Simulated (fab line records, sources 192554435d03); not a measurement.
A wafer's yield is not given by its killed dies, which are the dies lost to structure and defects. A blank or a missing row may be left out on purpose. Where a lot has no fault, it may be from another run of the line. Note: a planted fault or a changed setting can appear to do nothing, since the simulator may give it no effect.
Which tool is to blame? | flow n5_finfet | 10 lots with 30 wafers sampled at 4 steps, on a route of 1938 steps

## WHAT THE GAUGES READ, wafer by wafer
N5_BEOL_M11_CD_MEAS_35: target cd 70 nm.
lot  | measured     | on        | cd_nm (nm)
L230 | day 12 06:43 | cd_sem-01 | 70.1 69.7 70.0
L234 | day 13 15:26 | cd_sem-02 | 71.2 70.1 69.8
L232 | day 13 15:06 | cd_sem-01 | 69.7 69.8 69.8
L239 | day 14 11:35 | cd_sem-03 | 69.5 68.9 70.2
L243 | day 15 19:43 | cd_sem-01 | 69.9 69.5 69.0
L245 | day 16 12:55 | cd_sem-02 | 70.3 70.1 69.8
L249 | day 17 02:35 | cd_sem-03 | 70.0 69.6 69.4
L252 | day 18 06:10 | cd_sem-02 | 69.8 69.9 69.9
L251 | day 18 14:05 | cd_sem-03 | 70.2 69.7 69.9
L253 | day 18 21:28 | cd_sem-03 | 70.6 69.9 69.9

## TOOL THAT RAN EACH LOT (tool first, then ch and the chambers of the sampled wafers, then the start)
lot  | N5_BEOL_M11_STRIP_67               | N5_BEOL_M11_VIA_ETCH_34            | N5_BEOL_M11_ETCH_41
L230 | rie_diel-02 ch 2,3, day 12 04:52   | rie_diel-03 ch 2,3, day 12 06:17   | rie_diel-03 ch 2,3, day 12 06:43 or earlier
L234 | rie_diel-05 ch 0,2, day 13 09:19   | rie_diel-03 ch 1,2, day 13 14:59   | rie_diel-03 ch 1,2, day 13 15:26 or earlier
L232 | rie_diel-03 ch 0,1,3, day 13 09:28 | rie_diel-02 ch 1,2,3, day 13 14:40 | rie_diel-02 ch 1,2,3, day 13 15:06 or earlier
L239 | rie_diel-02 ch 1,2,3, day 14 10:08 | rie_diel-03 ch 2,3, day 14 11:08   | rie_diel-03 ch 2,3, day 14 11:35 or earlier
L243 | rie_diel-02 ch 2,3, day 15 16:49   | rie_diel-05 ch 0,1,3, day 15 19:17 | rie_diel-05 ch 0,1,3, day 15 19:43 or earlier
L245 | rie_diel-03 ch 1,3, day 16 09:45   | rie_diel-05 ch 0,1,3, day 16 12:29 | rie_diel-05 ch 0,1,3, day 16 12:55 or earlier
L249 | rie_diel-03 ch 1,3, day 16 23:57   | rie_diel-05 ch 0,1, day 17 02:08   | rie_diel-05 ch 0,1, day 17 02:35 or earlier
L252 | rie_diel-05 ch 0,1,3, day 18 04:13 | rie_diel-02 ch 1,2,3, day 18 05:43 | rie_diel-02 ch 1,2,3, day 18 06:10 or earlier
L251 | rie_diel-02 ch 1,2, day 18 12:22   | rie_diel-03 ch 1,2,3, day 18 13:39 | rie_diel-03 ch 1,2,3, day 18 14:05 or earlier
L253 | rie_diel-02 ch 0,1,2, day 18 19:38 | rie_diel-03 ch 0,3, day 18 21:01   | rie_diel-03 ch 0,3, day 18 21:28 or earlier
- N5_BEOL_M11_STRIP_67: strips in CF4.
- N5_BEOL_M11_VIA_ETCH_34: etches SiCOH lowk in C4F6/O2, target depth 184.5 nm, time 69.2 s.
- N5_BEOL_M11_ETCH_41: etches SiCN in CH3F/O2, target depth 42.6 nm, time 86 s.

## THE ANSWER, worked out from the rows above alone
Rule: what is usual is taken from the lots themselves. The widest of any qualifying gaps counts: lots, ordered by their means at a reading, are off when they make up no more than a third of the lots, leave a main group of 4 or more, and stand apart from it by 3 or more times the standard deviation of that group's means. If all means in a main group match to the digits the tables above print for the reading, that group is not used. Also off: a lot with no number at a reading for which 4 or more lots have one. Where the step has rows for the other lots, those lots are counted as sound.
No lot is off on any of the readings shown, so nothing can be concluded from this.

## WHAT HAD BEEN PUT IN BY THE SIMULATOR
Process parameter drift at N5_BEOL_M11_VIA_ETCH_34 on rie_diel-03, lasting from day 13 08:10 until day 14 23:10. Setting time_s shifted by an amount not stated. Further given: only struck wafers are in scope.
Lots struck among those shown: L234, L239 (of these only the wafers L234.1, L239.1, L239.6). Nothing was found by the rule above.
